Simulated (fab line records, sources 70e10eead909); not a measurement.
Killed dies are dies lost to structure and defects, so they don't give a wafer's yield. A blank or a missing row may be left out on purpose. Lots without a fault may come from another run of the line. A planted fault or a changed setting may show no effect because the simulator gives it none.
Chamber matching | flow nand_harc | NHARC_P_CONTACT_CMP_24 on cmp-02: 4 sister chambers
The step polishes, t overpolish 30 s, target thk 200 nm. 4 wafers are shown with their chamber, then 7 later ones without.

WAFERS WITH THEIR CHAMBER
wafer  | chamber | motor_current_A (A)
L824.3 | 2       | 11.0
L829.1 | 0       | 12.6
L832.4 | 3       | 11.4
L832.5 | 1       | 9.8

WAFERS WITHOUT THEIR CHAMBER
wafer  | motor_current_A (A)
L832.6 | 12.7
L835.1 | 12.4
L835.2 | 10.6
L835.3 | 11.3
L837.2 | 11.0
L837.3 | 11.6
L837.4 | 11.3

WHICH CHAMBER EACH WENT THROUGH
wafer  | from the rows above     | in truth
L832.6 | 0                       | 0
L835.1 | 0                       | 0
L835.2 | 2                       | 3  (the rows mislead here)
L835.3 | can't be placed: 3 or 2 | 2
L837.2 | 2                       | 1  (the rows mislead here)
L837.3 | 3                       | 3
L837.4 | can't be placed: 3 or 2 | 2
Placed correctly: 3 of 7. Can't be placed from these rows: 2 (the true chamber is among the candidates in 2). Placed wrongly: 2.
How it was worked out, from the rows above alone: a wafer's distance from a chamber is the root of the sum, over the readings, of the square of ((its reading less the chamber's mean) divided by the reading's scatter). The wafer belongs to the nearest chamber; if the next one is less than 2 further off, it can't be placed. A chamber's mean is the mean of its shown wafers. The scatter: with one shown wafer a chamber, the root of the mean of the squares of how far each hidden wafer lies from its nearest shown one.
